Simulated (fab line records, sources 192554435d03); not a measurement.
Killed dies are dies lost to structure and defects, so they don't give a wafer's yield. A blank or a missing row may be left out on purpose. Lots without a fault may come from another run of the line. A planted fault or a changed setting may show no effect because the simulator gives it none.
Which tool did it? | flow n5_finfet | 14 lots, 40 wafers sampled, at 6 steps of a route of 1938

WHAT THE GAUGES READ, wafer by wafer
N5_DUMMY_GATE_CD_MEAS_24: target cd 15 nm. Usual: cd_nm 15.0 nm, standard deviation 0.43.
lot  | measured    | on        | cd_nm (nm)     | flag
L315 | day 3 13:12 | cd_sem-02 | 15.0 15.3 15.1 |
L314 | day 3 17:04 | cd_sem-02 | 14.9 14.9 14.8 |
L316 | day 3 23:06 | cd_sem-02 | 14.9 15.1 15.4 |
L317 | day 4 03:07 | cd_sem-02 | 15.4 14.9 15.4 |
L318 | day 4 04:53 | cd_sem-01 | 14.7 14.1 15.2 |
L319 | day 4 11:02 | cd_sem-01 | 14.9 14.2 14.2 |
L320 | day 4 15:51 | cd_sem-01 | 14.4 14.5 15.4 |
L322 | day 5 05:28 | cd_sem-01 | 15.1 14.7 15.3 |
L323 | day 5 10:47 | cd_sem-03 | 14.6 14.7 15.4 |
L325 | day 6 08:44 | cd_sem-01 | 14.2 14.8 15.0 |
L326 | day 6 12:02 | cd_sem-03 | 15.4 14.8 14.7 |
L327 | day 6 12:59 | cd_sem-03 | 14.8 14.7 15.4 |
L332 | day 7 16:22 | cd_sem-03 | 14.5 15.6      |
L334 | day 8 06:11 | cd_sem-03 | 15.0 15.1      |

N5_SD_EPI_N_CD_MEAS_09: target cd 120 nm. Usual: cd_nm 120.0 nm, standard deviation 0.57.
lot  | measured    | on        | cd_nm (nm)        | flag
L315 | day 3 14:46 | cd_sem-01 | 119.3 120.2 119.7 |
L314 | day 3 18:27 | cd_sem-01 | 121.0 120.8 120.3 |
L316 | day 4 00:16 | cd_sem-01 | 119.5 119.5 119.2 |
L317 | day 4 04:31 | cd_sem-01 | 119.3 120.3 120.3 |
L318 | day 4 06:18 | cd_sem-02 | 120.3 119.8 119.0 |
L319 | day 4 12:30 | cd_sem-01 | 120.4 119.6 119.9 |
L320 | day 4 17:09 | cd_sem-02 | 119.3 119.0 119.2 |
L322 | day 5 06:45 | cd_sem-02 | 119.7 119.9 120.7 |
L323 | day 5 11:58 | cd_sem-02 | 120.4 119.2 120.8 |
L325 | day 6 09:56 | cd_sem-02 | 120.3 119.8 120.0 |
L326 | day 6 13:26 | cd_sem-02 | 120.7 120.3 120.0 |
L327 | day 6 14:20 | cd_sem-03 | 120.2 119.5 119.3 |
L332 | day 7 17:32 | cd_sem-01 | 29.2 29.1         | OFF
L334 | day 8 07:21 | cd_sem-03 | 29.3 120.5        | OFF

N5_SD_EPI_N_INSPECT_11: inspects for defects (macro). Usual: raw_defect_count 2.1, standard deviation 1.4.
lot  | measured    | on                | raw_defect_count | flag
L315 | day 3 14:49 | defect_inspect-01 | 2 1 1            |
L314 | day 3 18:30 | defect_inspect-02 | 1 1 2            |
L316 | day 4 00:20 | defect_inspect-01 | 0 1 2            |
L317 | day 4 04:34 | defect_inspect-01 | 2 3 0            |
L318 | day 4 06:21 | defect_inspect-01 | 3 6 3            |
L319 | day 4 12:34 | defect_inspect-01 | 3 6 1            |
L320 | day 4 17:12 | defect_inspect-01 | 3 1 2            |
L322 | day 5 06:49 | defect_inspect-01 | 2 4 0            |
L323 | day 5 12:01 | defect_inspect-01 | 0 1 3            |
L325 | day 6 09:59 | defect_inspect-02 | 4 0 4            |
L326 | day 6 13:29 | defect_inspect-02 | 1 1 0            |
L327 | day 6 14:23 | defect_inspect-01 | 6 3 4            |
L332 | day 7 17:35 | defect_inspect-01 | 3 1              |
L334 | day 8 07:24 | defect_inspect-02 | 1 2              |

N5_BEOL_M4_RC_MEAS_101. Usual: DIBL_N 37.1 mV/V, standard deviation 1.8; DIBL_P 37.2 mV/V, standard deviation 2.1; IOFF_N 0.17 nA/um, standard deviation 0.033; IOFF_P 0.22 nA/um, standard deviation 0.037; ION_N 680 uA/um, standard deviation 11; ION_P 464 uA/um, standard deviation 7.7; SS_N 71.7 mV/dec, standard deviation 0.63; SS_P 73.6 mV/dec, standard deviation 0.67; VT_N 248.9 mV, standard deviation 2.9; VT_P -251 mV, standard deviation 3.6.
lot  | measured     | on        | DIBL_N (mV/V)  | DIBL_P (mV/V)  | IOFF_N (nA/um) | IOFF_P (nA/um) | ION_N (uA/um) | ION_P (uA/um) | SS_N (mV/dec)  | SS_P (mV/dec)  | VT_N (mV)         | VT_P (mV)      | flag
L315 | day 8 19:38  | prober-01 | 37.7 32.4 36.1 | 39.0 32.8 37.3 | 0.21 0.11 0.18 | 0.24 0.15 0.21 | 684 666 682   | 467 458 465   | 72.2 70.6 71.9 | 74.0 72.1 73.8 | 244.9 253.1 246.9 | -249 -256 -250 |
L314 | day 9 01:41  | prober-02 | 37.2 34.4 36.1 | 37.9 34.7 36.9 | 0.19 0.15 0.16 | 0.27 0.20 0.24 | 674 675 679   | 466 464 473   | 71.7 72.2 72.1 | 73.9 72.8 74.3 | 244.5 250.0 250.0 | -245 -248 -245 |
L316 | day 8 22:56  | prober-02 | 38.7 35.8 34.1 | 40.6 36.7 33.8 | 0.22 0.14 0.12 | 0.26 0.18 0.15 | 701 676 667   | 473 455 454   | 72.0 71.4 71.0 | 74.6 73.2 72.5 | 242.9 251.4 251.3 | -248 -256 -256 |
L317 | day 9 10:14  | prober-02 | 36.0 37.9 35.0 | 36.5 39.2 35.4 | 0.17 0.21 0.15 | 0.24 0.29 0.21 | 691 684 684   | 468 471 469   | 71.0 71.7 70.8 | 73.2 74.4 73.2 | 248.1 245.2 249.1 | -247 -246 -249 |
L318 | day 10 00:26 | prober-02 | 37.3 39.4 37.5 | 37.8 38.5 36.9 | 0.18 0.21 0.18 | 0.23 0.24 0.22 | 690 693 689   | 467 462 468   | 71.9 72.3 71.6 | 74.0 74.5 73.8 | 246.8 245.6 246.4 | -249 -248 -249 |
L319 | day 9 19:16  | prober-02 | 36.6 37.9 38.8 | 35.3 38.5 38.1 | 0.14 0.18 0.19 | 0.16 0.22 0.21 | 663 684 681   | 449 464 463   | 72.0 72.4 71.7 | 72.9 74.1 74.2 | 253.8 248.7 249.6 | -254 -253 -253 |
L320 | day 10 00:10 | prober-01 | 38.2 38.0 37.1 | 39.4 37.8 36.8 | 0.22 0.20 0.18 | 0.31 0.29 0.26 | 697 686 680   | 481 479 466   | 72.4 72.1 72.2 | 74.2 73.6 73.5 | 245.5 245.1 246.5 | -244 -243 -247 |
L322 | day 10 19:17 | prober-01 | 35.6 38.3 34.8 | 35.8 37.0 34.9 | 0.15 0.19 0.14 | 0.20 0.23 0.19 | 675 691 678   | 466 470 464   | 71.2 71.7 70.5 | 73.9 73.9 72.2 | 249.1 249.9 250.8 | -251 -249 -254 |
L323 | day 10 19:43 | prober-02 | 35.7 38.2 34.0 | 37.0 41.7 35.3 | 0.14 0.21 0.13 | 0.18 0.25 0.17 | 663 690 665   | 455 469 462   | 72.0 71.6 70.7 | 73.9 75.1 73.4 | 250.1 245.4 251.2 | -254 -252 -255 |
L325 | day 11 19:04 | prober-02 | 39.2 37.0 38.2 | 40.1 38.1 39.8 | 0.20 0.16 0.20 | 0.23 0.19 0.23 | 673 679 686   | 452 458 465   | 72.7 71.3 72.0 | 74.4 74.2 74.5 | 249.5 249.1 248.2 | -252 -253 -250 |
L326 | day 12 19:37 | prober-02 | 38.4 40.1 35.5 | 37.8 40.3 35.3 | 0.18 0.21 0.12 | 0.22 0.27 0.19 | 676 688 671   | 461 474 467   | 70.8 71.5 70.7 | 73.7 74.3 73.8 | 247.8 247.0 252.9 | -251 -247 -252 |
L327 | day 12 10:49 | prober-02 | 37.6 37.6 37.3 | 37.8 37.0 37.4 | 0.16 0.15 0.16 | 0.18 0.17 0.17 | 674 673 676   | 456 459 453   | 71.8 71.1 71.5 | 73.2 72.8 72.9 | 250.6 250.8 248.5 | -256 -256 -256 |
L334 | day 14 06:10 | prober-01 | 37.4           | 36.2           | 0.18           | 0.22           | 678           | 461           | 72.0           | 73.4           | 247.8             | -251           |

WHICH TOOL RAN EACH LOT (tool, then ch and the chambers of the sampled wafers, then the start)
lot  | N5_SPACER0_ALD_08                | N5_SD_EPI_N_PEB_07
L315 | ald_sin-04 ch 0,2,3, day 3 14:12 | litho_track-02 ch 0, day 3 14:41
L314 | ald_sin-01 ch 0,1,2, day 3 17:53 | litho_track-02 ch 0, day 3 18:23
L316 | ald_sin-03 ch 0,1,2, day 3 23:50 | litho_track-03 ch 0, day 4 00:12
L317 | ald_sin-01 ch 1,2,3, day 4 03:57 | litho_track-02 ch 0, day 4 04:26
L318 | ald_sin-04 ch 0,3, day 4 05:52   | litho_track-03 ch 0, day 4 06:14
L319 | ald_sin-04 ch 0,1,3, day 4 11:57 | litho_track-03 ch 0, day 4 12:26
L320 | ald_sin-04 ch 1,3, day 4 16:35   | litho_track-03 ch 0, day 4 17:05
L322 | ald_sin-03 ch 0,2,3, day 5 06:12 | litho_track-01 ch 0, day 5 06:41
L323 | ald_sin-01 ch 1,3, day 5 11:32   | litho_track-02 ch 0, day 5 11:54
L325 | ald_sin-01 ch 0,3, day 6 09:30   | litho_track-01 ch 0, day 6 09:52
L326 | ald_sin-03 ch 0,1,3, day 6 12:52 | litho_track-02 ch 0, day 6 13:22
L327 | ald_sin-03 ch 0,3, day 6 13:46   | litho_track-03 ch 0, day 6 14:16
L332 | ald_sin-01 ch 0,2, day 7 17:06   | litho_track-01 ch 0, day 7 17:28
L334 | ald_sin-01 ch 0,3, day 8 06:55   | litho_track-01 ch 0, day 8 07:17
- N5_SPACER0_ALD_08: deposits SiNx, target thk 2 nm.
- N5_SD_EPI_N_PEB_07: peb time 60 s.

WHAT THE TOOLS THEMSELVES READ (means of the sampled wafers that have a number; where no wafer has one, the mark that the record gives instead)
N5_SPACER0_ALD_08. Usual: heater_power_w 845 W, standard deviation 86.
lot  | tool       | heater_power_w (W) | flag
L315 | ald_sin-04 | 961                |
L314 | ald_sin-01 | 823                |
L316 | ald_sin-03 | 844                |
L317 | ald_sin-01 | 801                |
L318 | ald_sin-04 | 950                |
L319 | ald_sin-04 | 910                |
L320 | ald_sin-04 | 909                |
L322 | ald_sin-03 | 795                |
L323 | ald_sin-01 | 825                |
L325 | ald_sin-01 | 821                |
L326 | ald_sin-03 | 836                |
L327 | ald_sin-03 | 820                |
L332 | ald_sin-01 | 786                |
L334 | ald_sin-01 | 817                |

N5_SD_EPI_N_PEB_07. Usual: chill_plate_temp_C 22.99 C, standard deviation 0.1; exhaust_pa 45.1 Pa, standard deviation 0.88; heater_power_total_W 175.5 W, standard deviation 1.6.
lot  | tool           | chill_plate_temp_C (C) | exhaust_pa (Pa) | heater_power_total_W (W) | flag
L315 | litho_track-02 | 23.13                  | 45.2            | 176.0                    |
L314 | litho_track-02 | 22.91                  | 44.3            | 174.3                    |
L316 | litho_track-03 | 23.03                  | 44.4            | 174.8                    |
L317 | litho_track-02 | 23.04                  | 45.5            | 176.4                    |
L318 | litho_track-03 | 22.82                  | 45.0            | 176.7                    |
L319 | litho_track-03 | 23.04                  | 46.5            | 175.3                    |
L320 | litho_track-03 | 22.99                  | 45.1            | 176.7                    |
L322 | litho_track-01 | 23.03                  | 44.1            | 177.5                    |
L323 | litho_track-02 | 23.03                  | 44.9            | 175.7                    |
L325 | litho_track-01 | 22.86                  | 46.2            | 175.0                    |
L326 | litho_track-02 | 22.93                  | 44.9            | 176.4                    |
L327 | litho_track-03 | 23.02                  | 44.5            | 174.4                    |
L332 | litho_track-01 | 23.02                  | 44.0            | 460.9                    | OFF
L334 | litho_track-01 | 23.01                  | 45.1            | 323.9                    | OFF

THE ANSWER, worked out from the rows above alone
Rule: a lot is off if the mean of its wafers that have a number lies more than 3 standard deviations from the usual mean. A lot without any number at a reading at which 4 lots or more have one is off too. The other lots that the step has rows for count as sound. The gauges are gone through in route order, then the tools' own readings, and for those a lot's mean is taken as printed above. The first step at which some lot is off is used, and at that step the reading that is off furthest; a lot without a number counts as furthest.
Off: L332, L334, at N5_SD_EPI_N_CD_MEAS_09 (cd_nm).
A tool fits if, at a process step before that reading, it ran every lot that is off, and no sound lot after the first of them. The gauges at N5_SD_EPI_N_CD_MEAS_09 aren't tried: what is off there is off at N5_SD_EPI_N_PEB_07 too, on other tools, and a gauge's error can't cause that. Can't be told from this: 2 tools fit, ald_sin-01 at N5_SPACER0_ALD_08, litho_track-01 at N5_SD_EPI_N_PEB_07.

WHAT THE SIMULATOR HAD PUT IN
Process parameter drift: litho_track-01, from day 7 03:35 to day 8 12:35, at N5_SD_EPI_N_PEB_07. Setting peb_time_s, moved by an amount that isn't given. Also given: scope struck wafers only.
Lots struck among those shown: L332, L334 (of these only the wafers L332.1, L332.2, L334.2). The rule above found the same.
